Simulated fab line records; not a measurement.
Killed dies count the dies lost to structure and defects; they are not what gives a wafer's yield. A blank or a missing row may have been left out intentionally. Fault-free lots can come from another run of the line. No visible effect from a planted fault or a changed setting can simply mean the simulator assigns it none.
The tool behind it: which one? -- flow n5_finfet -- 12 lots (36 wafers sampled), 1 step of a 1938-step route

WHAT THE GAUGES READ, wafer by wafer
N5_MOL_CONTACT_COAG_INSPECT_57: inspects for defects (brightfield).
lot,measured,on,raw_defect_count
L075,day 5 08:43,defect_inspect-02,251 197 175
L077,day 5 16:13,defect_inspect-02,299 298 253
L079,day 6 05:31,defect_inspect-01,207 170 190
L081,day 6 22:55,defect_inspect-01,183 152 256
L083,day 7 05:51,defect_inspect-01,158 96 175
L085,day 7 23:30,defect_inspect-01,183 156 205
L087,day 8 09:46,defect_inspect-01,190 185 226
L089,day 8 22:26,defect_inspect-02,163 135 172
L092,day 9 14:02,defect_inspect-01,139 184 201
L093,day 9 22:24,defect_inspect-01,147 110 237
L095,day 10 06:19,defect_inspect-02,240 212 170
L097,day 11 01:19,defect_inspect-02,288 273 196

WHICH TOOL RAN EACH LOT (tool, then ch and the chambers of the sampled wafers, then the start)
Before these readings, the record contains no process step.

THE ANSWER, worked out from the rows above alone
Rule: the usual values come from the lots themselves. Put in order of their means at a reading, lots are off if they are a third of the lots or fewer, leave a main group of 4 or more, and stand apart from it by a gap of 3 or more times the standard deviation of the main group's means; of several such gaps the widest counts. The tables above print the reading to a certain number of digits; a main group whose means all agree to those digits is not used. A lot without any number at a reading at which 4 lots or more have one is off too. Any other lot the step has rows for is counted as sound.
No lot is off at any reading shown: from this, nothing can be told.

WHAT THE SIMULATOR HAD PUT IN
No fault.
